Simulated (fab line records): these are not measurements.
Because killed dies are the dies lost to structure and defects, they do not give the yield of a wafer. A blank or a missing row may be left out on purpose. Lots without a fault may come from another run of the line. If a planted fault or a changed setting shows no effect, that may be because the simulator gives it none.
fab line records :: flow nand-harc
record:
  lots: 5
  wafers: 15
  last-day: 33
route steps=1302 shown P_GATE@126 END@1302
lots that met no fault: from a run of the same line without faults
start-h: start of the lot's first displayed wafer, in hours after the record's first day :: wait-h: how many hours have passed since the lot's step before this one :: " unchanged from the row above :: L1.1+2: several wafers, shown together as one row :: - no value, or no start was given :: * or withheld: withheld :: < > ~ a bound
route shown NAME@n: a module of which the file shows steps, and the number in the route of the first :: usual: mean/standard deviation taken from wafers without a fault :: same: alike in all rows :: chamber/n: place in a boat :: sites: per-site readings :: _std_site: their standard deviation :: _edge_site: outer sites' mean less inner sites' :: radius-mm: how far each site lies from the wafer's centre :: mask NAME#n: copy n :: behind: the tool/chamber that last shaped the wafer :: hold: what put the lot on hold/how long, in hours/how the hold closed :: device: names the non-switching transistor (n, p or np) :: end of line: tests run on the same wafers once the route is complete :: a step given without rows: its recipe and nothing more :: killed: the dies lost at the first sort to structure and to defects; this is not the yield of the wafer :: map: per-die view of a wafer (x killed, . not killed, _ where there is no die)
set.NAME: the setting that was run; set.NAME@STEP: the one run at that earlier step :: model.NAME: the simulator's own value behind a step, which no gauge read
lots at some steps of the route; a table a step, a row a wafer
services: from which hour (start-h, from the record's first day; less than 0 if before it) a tool's chamber was out of use, for how many hours, and why
== steps ==
step: NHARC_P_GATE_STRIP_15
recipe:
  time-s: 780
  temp-c: 130
  chemistry: SPM
step: NHARC_P_GATE_PRECLEAN_71
recipe:
  time-s: *
  temp-c: 50
  bath-age-min: 0
  chemistry: SC1
step: NHARC_P_GATE_SRD_72
step: NHARC_P_GATE_OXIDE_16
recipe:
  target-thk-a: 30
  temp-c: 875
  ox-time-s: 392
  material: SiO2
step: NHARC_P_GATE_CVD_17
recipe:
  target-thk-a: 1500
  temp-c: 620
  time-s: 900
  material: poly-Si
step: NHARC_P_GATE_HM_DEP_102
recipe:
  target-thk-a: 1200
  temp-c: 400
  material: aC
usual:
  throttle-valve-pct: 35.001/0.0091
lot.wafer: L593.2
tool: acl-dep-02
chamber: 0
start-h: 141.44
wait-h: 0.5
throttle-valve-pct: 34.998

lot.wafer: L593.3
tool: acl-dep-02
chamber: 0
start-h: 141.44
wait-h: 0.5
throttle-valve-pct: 34.997

lot.wafer: L593.4
tool: acl-dep-02
chamber: 0
start-h: 141.44
wait-h: 0.5
throttle-valve-pct: 34.990

lot.wafer: L596.1
tool: acl-dep-03
chamber: 0
start-h: 181.78
wait-h: 0.4
throttle-valve-pct: 35.004

lot.wafer: L596.4
tool: acl-dep-03
chamber: 0
start-h: 181.78
wait-h: 0.4
throttle-valve-pct: 34.983

lot.wafer: L596.6
tool: acl-dep-03
chamber: 0
start-h: 181.78
wait-h: 0.4
throttle-valve-pct: 35.000

lot.wafer: L606.1
tool: acl-dep-03
chamber: 0
start-h: 278.10
wait-h: 2.3
throttle-valve-pct: 34.997

lot.wafer: L606.3
tool: acl-dep-03
chamber: 0
start-h: 278.10
wait-h: 2.3
throttle-valve-pct: 35.007

lot.wafer: L606.4
tool: acl-dep-03
chamber: 0
start-h: 278.10
wait-h: 2.3
throttle-valve-pct: 35.001

lot.wafer: L607.2
tool: acl-dep-01
chamber: 0
start-h: 283.11
wait-h: 2.2
throttle-valve-pct: 35.002

lot.wafer: L607.3
tool: acl-dep-01
chamber: 0
start-h: 283.11
wait-h: 2.2
throttle-valve-pct: 35.020

lot.wafer: L607.6
tool: acl-dep-01
chamber: 0
start-h: 283.11
wait-h: 2.2
throttle-valve-pct: 35.005

lot.wafer: L610.1
tool: acl-dep-02
chamber: 0
start-h: 314.67
wait-h: 3.9
throttle-valve-pct: 34.993

lot.wafer: L610.2
tool: acl-dep-02
chamber: 0
start-h: 314.67
wait-h: 3.9
throttle-valve-pct: 35.008

lot.wafer: L610.3
tool: acl-dep-02
chamber: 0
start-h: 314.67
wait-h: 3.9
throttle-valve-pct: 34.983
step: NHARC_P_GATE_DEP_103
recipe:
  target-thk-a: 300
  target-thk-nm: 30
  temp-c: 400
  flow-sccm: 200
  rf-w: 350
  material: SiON
usual:
  heater-power-outer-w: 448/48
  heater-power-w: 770/83
lot.wafer: L593.3
tool: pecvd-02
chamber: 0
start-h: 142.00
wait-h: 0.3
heater-power-outer-w: 465
heater-power-w: 845

lot.wafer: L593.2
tool: pecvd-02
chamber: 1
start-h: 142.00
wait-h: 0.3
heater-power-outer-w: 463
heater-power-w: 763

lot.wafer: L593.4
tool: pecvd-02
chamber: 1
start-h: 142.00
wait-h: 0.3
heater-power-outer-w: 473
heater-power-w: 790

lot.wafer: L596.1
tool: pecvd-01
chamber: 1
start-h: 182.51
wait-h: 0.6
heater-power-outer-w: 423
heater-power-w: 698

lot.wafer: L596.6
tool: pecvd-01
chamber: 0
start-h: 182.51
wait-h: 0.6
heater-power-outer-w: 484
heater-power-w: 760

lot.wafer: L596.4
tool: pecvd-01
chamber: 1
start-h: 182.51
wait-h: 0.6
heater-power-outer-w: 426
heater-power-w: 697

lot.wafer: L606.3
tool: pecvd-02
chamber: 0
start-h: 278.97
wait-h: 0.6
heater-power-outer-w: 439
heater-power-w: 808

lot.wafer: L606.1
tool: pecvd-02
chamber: 1
start-h: 278.97
wait-h: 0.6
heater-power-outer-w: 498
heater-power-w: 857

lot.wafer: L606.4
tool: pecvd-02
chamber: 2
start-h: 278.97
wait-h: 0.6
heater-power-outer-w: 357
heater-power-w: 622

lot.wafer: L607.2
tool: pecvd-02
chamber: 0
start-h: 283.70
wait-h: 0.5
heater-power-outer-w: 448
heater-power-w: 816

lot.wafer: L607.3
tool: pecvd-02
chamber: 1
start-h: 283.70
wait-h: 0.5
heater-power-outer-w: 476
heater-power-w: 797

lot.wafer: L607.6
tool: pecvd-02
chamber: 1
start-h: 283.70
wait-h: 0.5
heater-power-outer-w: 478
heater-power-w: 813

lot.wafer: L610.3
tool: pecvd-02
chamber: 1
start-h: 315.48
wait-h: 0.5
heater-power-outer-w: 450
heater-power-w: 761

lot.wafer: L610.2
tool: pecvd-02
chamber: 2
start-h: 315.48
wait-h: 0.5
heater-power-outer-w: 380
heater-power-w: 688

lot.wafer: L610.1
tool: pecvd-02
chamber: 0
start-h: 315.48
wait-h: 0.5
heater-power-outer-w: 530
heater-power-w: 919
step: NHARC_P_GATE_DEHYDRATE_18
recipe:
  temp-c: 150
  time-s: 120
step: NHARC_P_GATE_HMDS_19
recipe:
  time-s: 30
step: NHARC_P_GATE_COAT_20
recipe:
  spin-rpm: 1500
  resist-thk-nm: 90
step: NHARC_P_GATE_SOFTBAKE_21
recipe:
  temp-c: 105
  time-s: 55
step: NHARC_P_GATE_EBR_22
step: NHARC_P_GATE_EXPOSE_23
recipe:
  na: 1.35
  target-cd-nm: 120
  dose-mj: 93.91
  mask-id: P_GATE
usual:
  reticle-temp-C: 23.01/0.097
lot.wafer: L593.2
tool: arfi-scanner-03
chamber: 0
start-h: 142.55
wait-h: -
mask: P_GATE#0
reticle-temp-C: 23.12

lot.wafer: L593.3
tool: arfi-scanner-03
chamber: 0
start-h: 142.55
wait-h: -
mask: P_GATE#0
reticle-temp-C: 23.02

lot.wafer: L593.4
tool: arfi-scanner-03
chamber: 0
start-h: 142.55
wait-h: -
mask: P_GATE#0
reticle-temp-C: 23.01

lot.wafer: L596.1
tool: arfi-scanner-01
chamber: 0
start-h: 182.99
wait-h: -
mask: P_GATE_R1#0
reticle-temp-C: 23.00

lot.wafer: L596.4
tool: arfi-scanner-01
chamber: 0
start-h: 182.99
wait-h: -
mask: P_GATE_R1#0
reticle-temp-C: 22.88

lot.wafer: L596.6
tool: arfi-scanner-01
chamber: 0
start-h: 182.99
wait-h: -
mask: P_GATE_R1#0
reticle-temp-C: 23.00

lot.wafer: L606.1
tool: arfi-scanner-03
chamber: 0
start-h: 279.51
wait-h: -
mask: P_GATE#0
reticle-temp-C: 22.92

lot.wafer: L606.3
tool: arfi-scanner-03
chamber: 0
start-h: 279.51
wait-h: -
mask: P_GATE#0
reticle-temp-C: 22.94

lot.wafer: L606.4
tool: arfi-scanner-03
chamber: 0
start-h: 279.51
wait-h: -
mask: P_GATE#0
reticle-temp-C: 22.78

lot.wafer: L607.2
tool: arfi-scanner-01
chamber: 0
start-h: 284.24
wait-h: -
mask: P_GATE#0
reticle-temp-C: 22.91

lot.wafer: L607.3
tool: arfi-scanner-01
chamber: 0
start-h: 284.24
wait-h: -
mask: P_GATE#0
reticle-temp-C: 22.90

lot.wafer: L607.6
tool: arfi-scanner-01
chamber: 0
start-h: 284.24
wait-h: -
mask: P_GATE#0
reticle-temp-C: 23.05

lot.wafer: L610.1
tool: arfi-scanner-01
chamber: 0
start-h: 315.90
wait-h: -
mask: P_GATE#0
reticle-temp-C: 23.17

lot.wafer: L610.2
tool: arfi-scanner-01
chamber: 0
start-h: 315.90
wait-h: -
mask: P_GATE#0
reticle-temp-C: 23.23

lot.wafer: L610.3
tool: arfi-scanner-01
chamber: 0
start-h: 315.90
wait-h: -
mask: P_GATE#0
reticle-temp-C: 23.09
step: NHARC_P_GATE_PEB_24
recipe:
  peb-temp-c: 100
  peb-time-s: 65
step: NHARC_P_GATE_DEVELOP_25
recipe:
  develop-time-s: 35
  dev-temp-c: 23
step: NHARC_P_GATE_CD_MEAS_26
recipe:
  target-cd-nm: 120
  landing-energy-ev: 500
usual:
  cd-nm: 119.8/0.55
lot.wafer: L593.2
tool: cd-sem-02
chamber: 0
start-h: 142.68
wait-h: -
hold: -
cd-nm: 119.9

lot.wafer: L593.3
tool: cd-sem-02
chamber: 0
start-h: 142.68
wait-h: -
hold: -
cd-nm: 120.1

lot.wafer: L593.4
tool: cd-sem-02
chamber: 0
start-h: 142.68
wait-h: -
hold: -
cd-nm: 120.0

lot.wafer: L596.1
tool: cd-sem-03
chamber: 0
start-h: 183.13
wait-h: -
hold: await-dispo/0.2h/release
cd-nm: 76.3

lot.wafer: L596.4
tool: cd-sem-03
chamber: 0
start-h: 183.13
wait-h: -
hold: await-dispo/0.2h/release
cd-nm: 76.8

lot.wafer: L596.6
tool: cd-sem-03
chamber: 0
start-h: 183.13
wait-h: -
hold: await-dispo/0.2h/release
cd-nm: 77.0

lot.wafer: L596.1
tool: cd-sem-03
chamber: 0
start-h: -
wait-h: -
hold: -
cd-nm: 76.8

lot.wafer: L596.4
tool: cd-sem-03
chamber: 0
start-h: -
wait-h: -
hold: -
cd-nm: 76.7

lot.wafer: L596.6
tool: cd-sem-03
chamber: 0
start-h: -
wait-h: -
hold: -
cd-nm: 77.1

lot.wafer: L606.1
tool: cd-sem-03
chamber: 0
start-h: 279.65
wait-h: -
hold: -
cd-nm: 119.6

lot.wafer: L606.3
tool: cd-sem-03
chamber: 0
start-h: 279.65
wait-h: -
hold: -
cd-nm: 119.7

lot.wafer: L606.4
tool: cd-sem-03
chamber: 0
start-h: 279.65
wait-h: -
hold: -
cd-nm: 118.7

lot.wafer: L607.2
tool: cd-sem-03
chamber: 0
start-h: 284.38
wait-h: -
hold: -
cd-nm: 119.9

lot.wafer: L607.3
tool: cd-sem-03
chamber: 0
start-h: 284.38
wait-h: -
hold: -
cd-nm: 120.1

lot.wafer: L607.6
tool: cd-sem-03
chamber: 0
start-h: 284.38
wait-h: -
hold: -
cd-nm: 120.8

lot.wafer: L610.1
tool: cd-sem-01
chamber: 0
start-h: 316.03
wait-h: -
hold: -
cd-nm: 119.3

lot.wafer: L610.2
tool: cd-sem-01
chamber: 0
start-h: 316.03
wait-h: -
hold: -
cd-nm: 120.1

lot.wafer: L610.3
tool: cd-sem-01
chamber: 0
start-h: 316.03
wait-h: -
hold: -
cd-nm: 119.7
step: NHARC_END_SORT_01
recipe:
  temp-c: 25
usual:
  defect-limited-yield: 89.9/2.6
  killed-at-array: 63/18
  killed-at-other: 1.1/1.3
  killed-at-periphery: 4.3/2.8
  killed-dies: 68/18
  killed-open: 3.3/2
  killed-short: 2.4/1.6
same:
  gross-dies: 677
lot.wafer: L593.2
tool: prober-01
chamber: 0
start-h: 600.84
wait-h: 2.8
defect-limited-yield[%]: 87.3
killed-at-array: 78
killed-at-other: 2
killed-at-periphery: 6
killed-dies: 86
killed-open: 6
killed-short: 4

lot.wafer: L593.3
tool: prober-01
chamber: 0
start-h: 601.65
wait-h: 3.1
defect-limited-yield[%]: 88.2
killed-at-array: 75
killed-at-other: 0
killed-at-periphery: 5
killed-dies: 80
killed-open: 4
killed-short: 1

lot.wafer: L593.4
tool: prober-01
chamber: 0
start-h: 602.45
wait-h: 3.4
defect-limited-yield[%]: 87.1
killed-at-array: 86
killed-at-other: 0
killed-at-periphery: 1
killed-dies: 87
killed-open: 2
killed-short: 2

lot.wafer: L606.1
tool: prober-02
chamber: 0
start-h: 774.28
wait-h: 2.5
defect-limited-yield[%]: 90.3
killed-at-array: 62
killed-at-other: 0
killed-at-periphery: 4
killed-dies: 66
killed-open: 4
killed-short: 3

lot.wafer: L606.3
tool: prober-02
chamber: 0
start-h: 775.90
wait-h: 3.1
defect-limited-yield[%]: 91.0
killed-at-array: 58
killed-at-other: 0
killed-at-periphery: 3
killed-dies: 61
killed-open: 3
killed-short: 2

lot.wafer: L606.4
tool: prober-02
chamber: 0
start-h: 776.71
wait-h: 3.4
defect-limited-yield[%]: 90.8
killed-at-array: 57
killed-at-other: 0
killed-at-periphery: 5
killed-dies: 62
killed-open: 4
killed-short: 4

lot.wafer: L607.2
tool: prober-01
chamber: 0
start-h: 776.68
wait-h: 2.8
defect-limited-yield[%]: 90.8
killed-at-array: 59
killed-at-other: 1
killed-at-periphery: 2
killed-dies: 62
killed-open: 6
killed-short: 1

lot.wafer: L607.3
tool: prober-01
chamber: 0
start-h: 777.48
wait-h: 3.1
defect-limited-yield[%]: 87.6
killed-at-array: 81
killed-at-other: 0
killed-at-periphery: 3
killed-dies: 84
killed-open: 1
killed-short: 4

lot.wafer: L607.6
tool: prober-01
chamber: 0
start-h: 779.86
wait-h: 4.0
defect-limited-yield[%]: 90.1
killed-at-array: 65
killed-at-other: 0
killed-at-periphery: 2
killed-dies: 67
killed-open: 3
killed-short: 1

lot.wafer: L610.1
tool: prober-02
chamber: 0
start-h: 789.95
wait-h: 2.5
defect-limited-yield[%]: 88.3
killed-at-array: 78
killed-at-other: 0
killed-at-periphery: 1
killed-dies: 79
killed-open: 2
killed-short: 2

lot.wafer: L610.2
tool: prober-02
chamber: 0
start-h: 790.74
wait-h: 2.8
defect-limited-yield[%]: 89.4
killed-at-array: 65
killed-at-other: 1
killed-at-periphery: 6
killed-dies: 72
killed-open: 2
killed-short: 3

lot.wafer: L610.3
tool: prober-02
chamber: 0
start-h: 791.53
wait-h: 3.1
defect-limited-yield[%]: 89.7
killed-at-array: 67
killed-at-other: 0
killed-at-periphery: 3
killed-dies: 70
killed-open: 2
killed-short: 3
killed by level:class
L593.2 A_CHANNEL_HOLE_D2:chamber-film-flake=37 A_CHANNEL_HOLE_D1:chamber-film-flake=27 A_STAIRCASE:chamber-film-flake=5 P_ZERO_WELL:chamber-film-flake=3 A_ONON_D1:geometric-particle:open=2 STARTING-WAFER:geometric-particle:short=2 P_M0:geometric-particle:open=1 A_DECK1_JOINT:geometric-particle:open=1
L593.3 A_CHANNEL_HOLE_D2:chamber-film-flake=38 A_CHANNEL_HOLE_D1:chamber-film-flake=26 P_M2:chamber-film-flake=3 A_STAIRCASE:chamber-film-flake=3 A_DECK1_JOINT:geometric-particle:open=2 P_ZERO_WELL:chamber-film-flake=2 A_CONTACT:chamber-film-flake=2 A_CHANNEL_HOLE_D2:geometric-particle:open=1
L593.4 A_CHANNEL_HOLE_D1:chamber-film-flake=38 A_CHANNEL_HOLE_D2:chamber-film-flake=32 A_STAIRCASE:chamber-film-flake=7 A_CHANNEL_FILL_D2:geometric-particle:open=2 A_SLIT:chamber-film-flake=2 A_CHANNEL_FILL_D2:geometric-particle:short=1 A_SGD_CUT:geometric-particle:short=1 P_ZERO_WELL:chamber-film-flake=1
L606.1 A_CHANNEL_HOLE_D1:chamber-film-flake=33 A_SLIT:chamber-film-flake=8 A_STAIRCASE:chamber-film-flake=6 A_CHANNEL_HOLE_D2:chamber-film-flake=5 A_ONON_D2:geometric-particle:short=2 A_M1:geometric-particle:open=2 P_BONDPAD:chamber-film-flake=2 A_WL_FILL:chamber-film-flake=2
L606.3 A_CHANNEL_HOLE_D1:chamber-film-flake=35 A_STAIRCASE:chamber-film-flake=5 A_CHANNEL_HOLE_D2:chamber-film-flake=5 A_WL_FILL:chamber-film-flake=3 A_CONTACT:chamber-film-flake=3 A_DECK1_JOINT:chamber-film-flake=2 P_CONTACT:geometric-particle:open=1 A_ONON_D1:geometric-particle:short=1
L607.2 A_SLIT:chamber-film-flake=25 A_CHANNEL_HOLE_D2:chamber-film-flake=13 A_CHANNEL_HOLE_D1:chamber-film-flake=8 A_WL_FILL:chamber-film-flake=3 P_CONTACT:geometric-particle:open=2 A_ONON_D1:geometric-particle:open=2 A_DECK1_JOINT:chamber-film-flake=2 A_STAIRCASE:chamber-film-flake=2
L606.4 A_CHANNEL_HOLE_D1:chamber-film-flake=31 A_DECK1_JOINT:chamber-film-flake=5 A_CHANNEL_HOLE_D2:chamber-film-flake=4 A_STAIRCASE:chamber-film-flake=4 P_BONDPAD:chamber-film-flake=3 A_SLIT:chamber-film-flake=3 A_CONTACT:chamber-film-flake=3 A_ONON_D2:geometric-particle:open=2
L607.3 A_SLIT:chamber-film-flake=32 A_CHANNEL_HOLE_D2:chamber-film-flake=23 A_CHANNEL_HOLE_D1:chamber-film-flake=15 A_WL_FILL:chamber-film-flake=3 A_CONTACT:geometric-particle:short=2 P_BONDPAD:chamber-film-flake=2 P_CONTACT:geometric-particle:short=1 A_CHANNEL_HOLE_D1:geometric-particle:open=1
L607.6 A_CHANNEL_HOLE_D2:chamber-film-flake=25 A_SLIT:chamber-film-flake=22 A_CHANNEL_HOLE_D1:chamber-film-flake=9 A_WL_FILL:chamber-film-flake=3 A_CHANNEL_FILL_D1:geometric-particle:open=2 A_STAIRCASE:chamber-film-flake=2 P_CONTACT:geometric-particle:open=1 A_DECK1_JOINT:geometric-particle:short=1
L610.1 A_SLIT:chamber-film-flake=25 A_CHANNEL_HOLE_D2:chamber-film-flake=23 A_CHANNEL_HOLE_D1:chamber-film-flake=15 A_STAIRCASE:chamber-film-flake=7 A_ONON_D1:geometric-particle:open=1 A_CHANNEL_HOLE_D2:geometric-particle:open=1 A_CHANNEL_FILL_D2:geometric-particle:short=1 A_SGD_CUT:geometric-particle:short=1
L610.2 A_CHANNEL_HOLE_D1:chamber-film-flake=20 A_CHANNEL_HOLE_D2:chamber-film-flake=18 A_SLIT:chamber-film-flake=13 A_STAIRCASE:chamber-film-flake=7 A_WL_FILL:chamber-film-flake=2 A_CONTACT:chamber-film-flake=2 P_STI:geometric-particle:open=1 P_GATE:geometric-particle:short=1
L610.3 A_CHANNEL_HOLE_D2:chamber-film-flake=24 A_SLIT:chamber-film-flake=22 A_CHANNEL_HOLE_D1:chamber-film-flake=7 A_STAIRCASE:chamber-film-flake=5 A_CONTACT:chamber-film-flake=3 A_ONON_D2:geometric-particle:short=1 A_SGD_CUT:geometric-particle:short=1 A_WL_FILL:geometric-particle:open=1
== services ==
tool: acl-dep-03
chamber: -
start-h: 121.93
hours: 13.0
kind: pm

tool: pecvd-02
chamber: 0
start-h: 126.13
hours: 5.8
kind: repair

tool: pecvd-01
chamber: -
start-h: 130.00
hours: 13.0
kind: pm

tool: pecvd-01
chamber: 0
start-h: 130.00
hours: 13.0
kind: vent-cycle

tool: pecvd-01
chamber: 1
start-h: 130.00
hours: 13.0
kind: vent-cycle

tool: pecvd-01
chamber: 2
start-h: 130.00
hours: 13.0
kind: vent-cycle

tool: arfi-scanner-03
chamber: 0
start-h: 164.00
hours: -
kind: calibration

tool: acl-dep-01
chamber: -
start-h: 187.84
hours: 13.0
kind: pm

tool: arfi-scanner-03
chamber: -
start-h: 196.00
hours: 4.0
kind: pm

tool: pecvd-01
chamber: -
start-h: 211.27
hours: 0.4
kind: repair

tool: arfi-scanner-01
chamber: 0
start-h: 220.10
hours: -
kind: calibration

tool: arfi-scanner-01
chamber: -
start-h: 220.95
hours: 1.5
kind: repair

tool: pecvd-01
chamber: -
start-h: 227.27
hours: 2.5
kind: repair

tool: pecvd-02
chamber: -
start-h: 228.10
hours: 13.0
kind: pm

tool: pecvd-02
chamber: 0
start-h: 228.10
hours: 23.0
kind: vent-cycle

tool: pecvd-02
chamber: 1
start-h: 228.10
hours: 13.0
kind: vent-cycle

tool: pecvd-02
chamber: 2
start-h: 228.10
hours: 13.0
kind: vent-cycle

tool: pecvd-02
chamber: 1
start-h: 241.10
hours: -
kind: clean

tool: pecvd-02
chamber: 2
start-h: 241.10
hours: -
kind: clean

tool: acl-dep-02
chamber: -
start-h: 244.36
hours: 13.0
kind: pm

tool: pecvd-02
chamber: 2
start-h: 247.41
hours: 11.4
kind: repair

tool: arfi-scanner-01
chamber: -
start-h: 252.00
hours: 4.0
kind: pm

tool: acl-dep-03
chamber: -
start-h: 304.49
hours: 13.0
kind: pm

tool: pecvd-01
chamber: -
start-h: 311.00
hours: 13.0
kind: pm
== key ==
first-sign:
  step: NHARC_P_GATE_EXPOSE_23
  reading: mask
  direction: changed
effect:
  step: NHARC_P_GATE_CD_MEAS_26
  reading: visit
  direction: added
effect:
  step: NHARC_P_GATE_CD_MEAS_26
  reading: cd-nm
  direction: down
  sigmas: 79
  usual: 119.8
  struck: 76.7
met-at NHARC_P_GATE_EXPOSE_23
struck-wafers L596.1,L596.4,L596.6
scrapped-behind NHARC_P_GATE_CD_MEAS_26 L596.1,L596.4,L596.6
fault:
  kind: wrong-mask
  tool: any
  chamber: -
  onset-h: 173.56
  steps: NHARC_P_GATE_EXPOSE_23
  aux-copy: P_GATE_R1#0
  cd-offset-nm: -43.507
  scope: struck-lots-only
